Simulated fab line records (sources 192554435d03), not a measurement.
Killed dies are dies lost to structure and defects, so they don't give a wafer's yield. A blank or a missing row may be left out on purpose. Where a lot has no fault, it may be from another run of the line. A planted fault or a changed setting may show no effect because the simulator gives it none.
Lot-split experiment	flow n5-finfet	21 wafers read from 7 lots, route of 1938 steps

ON THE SPLIT
At N5_BEOL_M7_TRENCH_ETCH_37 (etches SiCOH lowk in C4F6/O2, target depth 93.478 nm, time 31.2 s), the setting source-w was moved away from the recipe's 345 W on 9 of the 21 wafers read, by -16.3% to +9.2%. The other wafers ran this setting at the recipe's value.

The reading comes from the split's own step.

THE READING
rf-vpp-V, in V, at N5_BEOL_M7_TRENCH_ETCH_37 (etches SiCOH lowk in C4F6/O2, target depth 93.478 nm, time 31.2 s). On this fab line, fault-free wafers typically give 668 V with a standard deviation of 6.1 V.

wafer	tool, chamber at the split	source-w as run, W	against the recipe	rf-vpp-V, V	against lot-mates on the recipe
L074.1	rie-diel-03, 1	345	recipe	671	-
L074.2	rie-diel-03, 0	345	recipe	672	-
L074.6	rie-diel-03, 2	345	recipe	679	-
L076.1	rie-diel-03, 3	345	recipe	669	-
L076.2	rie-diel-03, 2	376.6	+9.2%	649	-20
L076.3	rie-diel-03, 1	376.6	+9.2%	642	-27
L082.1	rie-diel-04, 1	345	recipe	664	-
L082.4	rie-diel-04, 0	345	recipe	655	-
L082.6	rie-diel-04, 2	345	recipe	667	-
L087.4	rie-diel-04, 2	345	recipe	666	-
L087.5	rie-diel-04, 0	373.6	+8.3%	630	-36
L087.6	rie-diel-04, 1	373.6	+8.3%	636	-30
L089.1	rie-diel-04, 2	319.3	-7.4%	694	+32
L089.2	rie-diel-04, 0	319.3	-7.4%	681	+19
L089.4	rie-diel-04, 3	345	recipe	662	-
L094.1	rie-diel-03, 1	364.6	+5.7%	653	-19
L094.3	rie-diel-03, 0	345	recipe	672	-
L094.5	rie-diel-03, 0	364.6	+5.7%	651	-21
L095.2	rie-diel-06, 2	288.8	-16.3%	727	+60
L095.4	rie-diel-06, 2	345	recipe	662	-
L095.6	rie-diel-06, 3	345	recipe	673	-

THE FIT
A straight line over all 21 wafers: rf-vpp-V changes by -3.25 V for each +1% of source-w; r = -0.95; the points scatter about the line by 6.9 V.
The same after taking each lot's own level away (the mean of its wafers on the recipe; 21 wafers): -3.43 V for each +1%; r = -0.97; scatter 5 V.
According to that fit, moving source-w by its largest amount changes the reading by 56 V.
Measured against the standard deviation above, the lots' own levels, which go from 662.0 to 674.0 V, span 2.0 times it.
Consequently the slope shifts little with the lot-to-lot level, the two slopes agreeing.
Check: with one of the wafers moved furthest among these (-16.3%) left out of the fit, the line predicts +53.9 V for it against its lot-mates. Against them it came out at +59.5 V.
Tool readings at the split's step, against how far the setting was moved: rf-vpp-V r = -0.95.

THE OTHER SPLITS THESE WAFERS WENT THROUGH
Other splits were also applied to these wafers ahead of the reading. Each is held against what the fit with the lots' levels taken away leaves over:
other split on the same wafers	wafers away from the commonest value	r with rf-vpp-V (lot level and that fit taken away)
N5_BEOL_M7_ILD_DEP_00 time-s	6	-0.24
N5_BEOL_M7_PECVD_70 temp-c	8	+0.33

FILE'S OWN FIT
rf-vpp-V changes by -3.46 V for each +1% of source-w, r = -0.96.
